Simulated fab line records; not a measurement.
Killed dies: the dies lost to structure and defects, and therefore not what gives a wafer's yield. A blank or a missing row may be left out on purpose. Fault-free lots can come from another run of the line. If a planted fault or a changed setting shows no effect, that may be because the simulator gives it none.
Chamber matching | flow n5-finfet | ald-sin-01 running N5_FIN_SAQP_SPACER2_ALD_28: 4 sister chambers
The step deposits SiO2, target thk 8.1 nm, pulse time 1 s, purge time 2 s. 4 wafers are shown with their chamber, then 8 later ones without.

WAFERS PAIRED WITH THEIR CHAMBERS
wafer  | chamber | heater-power-w (W)
L087.1 | 2       | 462
L090.3 | 3       | 549
L090.4 | 1       | 504
L092.4 | 0       | 520

WAFERS MISSING THEIR CHAMBER
wafer  | heater-power-w (W)
L092.5 | 532
L092.6 | 489
L093.1 | 472
L093.2 | 512
L093.4 | 546
L095.1 | 519
L095.4 | 480
L095.5 | 519

EACH ONE'S CHAMBER
wafer  | from the rows above          | in truth
L092.5 | can't be placed: 0 or 3 or 1 | 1
L092.6 | can't be placed: 1 or 2 or 0 | 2
L093.1 | 2                            | 2
L093.2 | can't be placed: 0 or 1      | 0
L093.4 | 3                            | 3
L095.1 | can't be placed: 0 or 1      | 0
L095.4 | can't be placed: 2 or 1      | 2
L095.5 | can't be placed: 0 or 1      | 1
2 of 8 placed correctly. From these rows, 6 cannot be placed; in 6 the true chamber is one of the candidates. Placed wrongly: 0.
How it was worked out, from the rows above alone: a wafer's distance from a chamber is the root of the sum, over the readings, of the square of ((its reading less the chamber's mean) divided by the reading's scatter). If the next closest chamber is less than 2 further off than the closest, the wafer can't be placed; otherwise it belongs to the closest. Each chamber's mean is taken over the wafers shown for it. The scatter: root of mean squared gap, hidden wafer to nearest shown wafer, with one shown wafer a chamber.
